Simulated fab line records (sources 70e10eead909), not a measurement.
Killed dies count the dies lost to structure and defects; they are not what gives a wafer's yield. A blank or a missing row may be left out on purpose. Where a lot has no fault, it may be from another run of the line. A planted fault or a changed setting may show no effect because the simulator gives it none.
fab line records | flow nandHarc
record: lots: 11 wafers: 33 lastDay: 33
route steps=1302 shown A_CHANNEL_HOLE_D2@584 A_CHANNEL_FILL_D2@615
lots that met no fault: taken from a fault-free run of the same line
startH: hours from the record's opening day to when the first of the lot's shown wafers began | waitH: time in hours since the lot's previous step | " the same as in the row above | L1.1+2: a single row standing in for several wafers | - no value present, or no start provided | * or withheld: withheld | < > ~ a bound
route shown NAME@n: NAME is a module with steps in the file, n the number in the route of the first one | usual: average and standard deviation across the fault-free wafers | same: alike in all rows | chamber/n: place in a boat | sites: the reading at each site | _std_site: their standard deviation | _edge_site: outer sites' mean less inner sites' | radiusMm: how far each site lies from the wafer's centre | mask NAME#n: copy n | behind: tool/chamber where the wafer was last shaped | hold: cause of the lot's hold/its duration in hours/its outcome | device: the transistor (n, p or np) that didn't switch | end of line: the same wafers' tests at the end of the route | a step given without rows: its recipe and nothing more | killed: dies that structure and defects cost at the first sort, which is not the same as the wafer's yield | map: the dies of a wafer, with x for killed, . for not killed, _ for no die there
set.NAME: the run value of the setting; set.NAME@STEP: its run value at that earlier step | model.NAME: the simulator's own value behind a step, which no gauge read
the route's steps for a sample of lots (tables are steps, rows are wafers)
services: the hour from which a tool's chamber was out of use, counted from the record's first day as startH (under 0 if before that day), plus the number of hours and why
== steps ==
step: NHARC_A_CHANNEL_HOLE_D2_INSPECT_12
usual: rawDefectCount: 22/21
columns lot.wafer tool chamber startH waitH rawDefectCount
L512.3 defectInspect-02 - 281.78 0.0 5
L512.4 " - " " 5
L512.5 " - " " 9
L513.1 defectInspect-01 - 301.21 0.0 75
L513.2 " - " " 47
L513.5 " - " " 55
L519.1 defectInspect-02 - 370.65 0.0 48
L519.4 " - " " 53
L519.5 " - " " 56
L524.1 defectInspect-01 - 403.04 0.0 6
L524.4 " - " " 6
L524.6 " - " " 6
L522.1 defectInspect-01 - 403.37 0.0 13
L522.2 " - " " 13
L522.5 " - " " 8
L529.1 defectInspect-02 - 478.22 0.0 56
L529.4 " - " " 52
L529.5 " - " " 47
L530.1 defectInspect-02 - 481.95 0.0 23
L530.2 " - " " 19
L530.3 " - " " 14
L532.3 defectInspect-02 - 492.92 0.0 11
L532.5 " - " " 17
L532.6 " - " " 29
L531.1 defectInspect-02 - 493.42 0.0 21
L531.4 " - " " 16
L531.5 " - " " 20
L533.2 defectInspect-01 - 511.25 0.0 3
L533.4 " - " " 4
L533.6 " - " " 8
L534.1 defectInspect-01 - 521.43 0.0 6
L534.2 " - " " 3
L534.5 " - " " 3
step: NHARC_A_CHANNEL_HOLE_D2_ETCH_20
recipe: biasV: 3000 sourceW: withheld pressureMtorr: 20 timeS: 361.9 arFlowSccm: 375 c4f8FlowSccm: 89.3 o2FlowSccm: 35.7 tempC: -20 targetDepthA: 16000 chemistry: C4F8/O2/Ar
usual: chamberPressureMTorr: 20.001/0.018 drypumpMotorCurrentA: 5.58/0.11 showerheadPlenumPTorr: 3.66/0.11 throttleValvePct: 32.154/0.0088
columns lot.wafer tool chamber startH waitH chamberPressureMTorr drypumpMotorCurrentA rfHoursCounterH showerheadPlenumPTorr throttleValvePct
L512.3 harEtch-02 0 283.25 0.2 20.010 5.61 - 3.67 32.156
L512.4 " 1 " " 20.015 5.46 - 3.63 32.138
L512.5 " 1 " " 20.005 5.50 - 3.63 32.154
L513.1 harEtch-02 0 305.23 0.1 19.974 5.62 359 3.66 32.158
L513.2 " 1 " " 20.030 5.51 367 3.62 32.148
L513.5 " 0 " " 19.965 5.61 - 3.66 32.168
L519.1 harEtch-01 0 372.86 0.1 20.001 5.75 195 3.57 32.156
L519.4 " 0 " " 19.983 5.76 - 3.57 32.156
L519.5 " 0 " " 20.007 5.76 - 3.57 32.165
L524.1 harEtch-02 0 404.45 0.1 20.003 5.58 4 3.64 32.158
L524.4 " 1 " " 20.026 5.48 - 3.93 32.146
L524.6 " 1 " " 19.999 5.52 - 3.93 32.145
L522.1 harEtch-02 1 408.53 0.1 20.024 5.52 8 3.93 32.173
L522.2 " 0 " " 19.987 5.61 8 3.64 32.142
L522.5 " 0 " " 19.989 5.61 - 3.64 32.169
L529.1 harEtch-02 1 479.57 0.1 19.993 5.45 46 3.91 32.151
L529.4 " 1 " " 20.024 5.48 - 3.91 32.152
L529.5 " 1 " " 20.000 5.49 - 3.91 32.149
L530.2 harEtch-01 0 484.42 0.1 19.983 5.76 267 3.53 32.161
L530.1 " 1 " " 19.993 5.48 267 3.63 32.151
L530.3 " 0 " " 19.992 5.75 - 3.53 32.162
L532.3 harEtch-01 1 494.43 0.2 20.083 5.46 - 3.63 32.155
L532.5 " 0 " " 20.015 5.72 - 3.53 32.147
L532.6 " 1 " " 19.997 5.45 - 3.63 32.158
L531.1 harEtch-02 0 496.75 0.1 19.982 5.60 57 3.61 32.154
L531.4 " 0 " " 20.002 5.59 - 3.61 32.145
L531.5 " 0 " " 19.981 5.60 - 3.61 32.154
L533.2 harEtch-02 1 514.93 0.1 20.015 5.47 65 3.90 32.147
L533.4 " 0 " " 19.999 5.60 - 3.61 32.167
L533.6 " 1 " " 19.987 5.45 - 3.90 32.164
L534.1 harEtch-02 1 523.23 0.1 20.002 5.48 73 3.89 32.153
L534.2 " 0 " " 20.023 5.59 73 3.60 32.156
L534.5 " 0 " " 19.993 5.61 - 3.60 32.151
step: NHARC_A_CHANNEL_HOLE_D2_ETCH_21
recipe: biasV: 3000 sourceW: withheld pressureMtorr: 20 timeS: 514.3 arFlowSccm: 375 c4f8FlowSccm: 89.3 o2FlowSccm: 35.7 tempC: -20 targetDepthA: 16000 chemistry: C4F8/O2/Ar
usual: chamberPressureMTorr: 20.000/0.019 drypumpMotorCurrentA: 5.58/0.11 showerheadPlenumPTorr: 3.66/0.11 throttleValvePct: 32.154/0.0096
columns lot.wafer tool chamber startH waitH chamberPressureMTorr drypumpMotorCurrentA rfHoursCounterH showerheadPlenumPTorr throttleValvePct
L512.3 harEtch-02 0 283.60 0.3 19.982 5.60 - 3.67 32.159
L512.4 " 1 " " 20.037 5.47 - 3.63 32.151
L512.5 " 1 " " 20.003 5.51 - 3.63 32.163
L513.1 harEtch-02 0 305.54 0.3 20.005 5.61 360 3.66 32.144
L513.2 " 1 " " 19.956 5.55 368 3.62 32.149
L513.5 " 0 " " 19.985 5.62 - 3.66 32.165
L519.1 harEtch-01 0 373.18 0.3 20.001 5.78 195 3.57 32.141
L519.4 " 0 " " 20.029 5.78 - 3.57 32.165
L519.5 " 0 " " 19.994 5.74 - 3.57 32.174
L524.1 harEtch-02 0 404.78 0.3 20.013 5.60 4 3.64 32.158
L524.4 " 1 " " 19.992 5.49 - 3.93 32.161
L524.6 " 1 " " 19.967 5.50 - 3.93 32.158
L522.1 harEtch-02 1 408.84 0.3 20.012 5.47 8 3.93 32.165
L522.2 " 0 " " 20.016 5.61 8 3.64 32.159
L522.5 " 0 " " 19.983 5.63 - 3.64 32.159
L529.1 harEtch-02 1 479.89 0.3 19.984 5.51 46 3.91 32.178
L529.4 " 1 " " 19.981 5.50 - 3.91 32.152
L529.5 " 1 " " 20.009 5.51 - 3.91 32.163
L530.2 harEtch-01 0 484.74 0.3 19.997 5.77 268 3.53 32.155
L530.1 " 1 " " 19.996 5.46 268 3.63 32.153
L530.3 " 0 " " 20.012 5.71 - 3.53 32.148
L532.3 harEtch-01 1 494.81 0.3 19.988 5.47 - 3.63 32.146
L532.5 " 0 " " 19.983 5.74 - 3.53 32.143
L532.6 " 1 " " 20.000 5.46 - 3.63 32.138
L531.1 harEtch-02 0 497.08 0.3 19.986 5.60 57 3.61 32.156
L531.4 " 0 " " 20.017 5.62 - 3.61 32.164
L531.5 " 0 " " 20.038 5.60 - 3.61 32.132
L533.2 harEtch-02 1 515.24 0.3 19.993 5.52 65 3.90 32.155
L533.4 " 0 " " 19.971 5.60 - 3.61 32.171
L533.6 " 1 " " 19.988 5.50 - 3.90 32.145
L534.1 harEtch-02 1 523.55 0.3 20.012 5.48 73 3.89 32.168
L534.2 " 0 " " 20.010 5.59 73 3.60 32.145
L534.5 " 0 " " 20.027 5.58 - 3.60 32.149
step: NHARC_A_CHANNEL_HOLE_D2_XSEM_32
recipe: landingEnergyEv: 35000
usual: botCdNm: 74.5/1.3 bowNm: 8.68/0.3 tiltDeg: 0.08/0.045
columns lot.wafer tool chamber startH waitH botCdNm bowNm tiltDeg
L512.3 xsem-01 0 288.82 0.1 71.9 9.12 0.03
L512.4 " 0 " " 73.6 9.08 0.03
L512.5 " 0 " " 75.3 9.04 0.04
L513.1 xsem-01 0 310.74 0.1 74.6 8.52 0.13
L513.2 " 0 " " 75.8 8.62 0.13
L513.5 " 0 " " 73.1 8.53 0.13
L519.1 xsem-02 0 378.37 0.1 75.3 8.45 -0.01
L519.4 " 0 " " 77.1 8.53 -0.01
L519.5 " 0 " " 74.8 8.55 -0.01
L524.1 xsem-01 0 409.86 0.1 75.1 8.66 0.05
L524.4 " 0 " " 77.7 8.71 0.05
L524.6 " 0 " " 74.7 8.67 0.05
L524.1 xsem-01 0 - - 73.8 - 0.05
L524.4 " 0 " " 76.8 - 0.05
L524.6 " 0 " " 73.9 - 0.05
L522.1 xsem-01 0 414.02 0.1 74.9 8.59 0.01
L522.2 " 0 " " 76.2 8.54 0.01
L522.5 " 0 " " 76.7 8.65 0.01
L522.1 xsem-01 0 - - 75.4 - 0.01
L522.2 " 0 " " 75.8 - 0.01
L522.5 " 0 " " 76.5 - 0.01
L529.1 xsem-02 0 485.06 0.1 74.7 8.70 0.07
L529.4 " 0 " " 74.8 8.70 0.07
L529.5 " 0 " " 75.2 8.71 0.07
L530.1 xsem-02 0 489.94 0.1 74.7 8.90 0.15
L530.2 " 0 " " 74.6 8.88 0.15
L530.3 " 0 " " 74.7 8.91 0.14
L532.3 xsem-01 0 499.75 0.1 73.5 8.46 0.08
L532.5 " 0 " " 74.6 8.35 0.08
L532.6 " 0 " " 74.0 8.33 0.08
L531.1 xsem-02 0 502.39 0.1 75.6 8.61 0.07
L531.4 " 0 " " 73.3 8.69 0.07
L531.5 " 0 " " 74.7 8.64 0.07
L533.2 xsem-01 0 520.41 0.1 76.0 8.76 0.09
L533.4 " 0 " " 74.5 8.72 0.09
L533.6 " 0 " " 74.3 8.74 0.08
L534.1 xsem-02 0 528.72 0.1 72.1 8.41 0.03
L534.2 " 0 " " 73.7 8.42 0.03
L534.5 " 0 " " 74.5 8.43 0.03
step: NHARC_A_CHANNEL_FILL_D2_ALD_15
recipe: targetThkA: 20 pulseTimeS: 60 aldCycles: 19 tempC: 630 pressureTorr: 2 material: SiNx
usual: precursorPulseHeightRel: 1.001/0.019
columns lot.wafer tool chamber startH waitH precursorPulseHeightRel
L512.3 aldSinBatch-01 0 - - 0.976
L512.4 " 0 " " 0.982
L512.5 " 0 " " 0.992
L513.1 aldSinBatch-03 0 - - 0.975
L513.2 " 0 " " 1.001
L513.5 " 0 " " 1.015
L519.1 aldSinBatch-01 0 - - 0.999
L519.4 " 0 " " 0.992
L519.5 " 0 " " 1.010
L524.1 aldSinBatch-03 0 - - 0.971
L524.4 " 0 " " 1.012
L524.6 " 0 " " 1.015
L522.1 aldSinBatch-03 0 - - 1.004
L522.2 " 0 " " 1.042
L522.5 " 0 " " 0.996
L529.1 aldSinBatch-01 0 - - 0.980
L529.4 " 0 " " 1.012
L529.5 " 0 " " 1.000
L530.1 aldSinBatch-02 0 - - 1.003
L530.2 " 0 " " 1.002
L530.3 " 0 " " 0.987
L531.1 aldSinBatch-02 0 - - 1.003
L531.4 " 0 " " 1.017
L531.5 " 0 " " 1.014
L532.3 aldSinBatch-02 0 - - 1.008
L532.5 " 0 " " 1.028
L532.6 " 0 " " 1.027
L533.2 aldSinBatch-03 0 - - 0.966
L533.4 " 0 " " 0.984
L533.6 " 0 " " 0.981
L534.1 aldSinBatch-01 0 - - 1.026
L534.2 " 0 " " 0.993
L534.5 " 0 " " 0.979
== services ==
columns tool chamber startH hours kind
aldSinBatch-02 - 266.00 26.0 pm
xsem-01 - 374.00 14.0 pm
harEtch-02 - 379.59 17.0 pm
harEtch-02 0 379.59 17.0 ventCycle
harEtch-02 1 379.59 17.0 ventCycle
harEtch-02 0 396.59 - clean
harEtch-02 0 396.59 - consumableReplace:focusRing
harEtch-02 1 396.59 - clean
harEtch-02 1 396.59 - consumableReplace:focusRing
harEtch-02 1 396.59 - consumableReplace:showerhead
aldSinBatch-02 - 415.46 1.5 repair
aldSinBatch-01 - 506.00 26.0 pm
== key ==
firstSign: step: NHARC_A_CHANNEL_HOLE_D2_XSEM_32 reading: visit direction: added
effect none on later readings
metAt NHARC_A_CHANNEL_HOLE_D2_ETCH_20
struckLots L522,L524
struckWafers L522.2,L522.5,L524.1
testerLeftOut L522,L524
notActingAt NHARC_A_CHANNEL_HOLE_D2_INSPECT_12,NHARC_A_CHANNEL_HOLE_D2_ETCH_21,NHARC_A_CHANNEL_FILL_D2_ALD_15
onsetBetween 305.23 404.45
fault: kind: processParameterDrift tool: harEtch-02 chamber: 0 onsetH: 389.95 steps: NHARC_A_CHANNEL_HOLE_D2_ETCH_20 channel: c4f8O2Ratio offset: 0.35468 shape: step endH: 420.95 actsIn: theseRecipesOnly stated: 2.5
testerLeftOut: of these lots the tester's yield and bins aren't shown, on N5 and GAA mostly nor the transistor test; their killed dies are dies lost to structure and defects alone, not to doping, threshold or leakage, so they don't give the yield
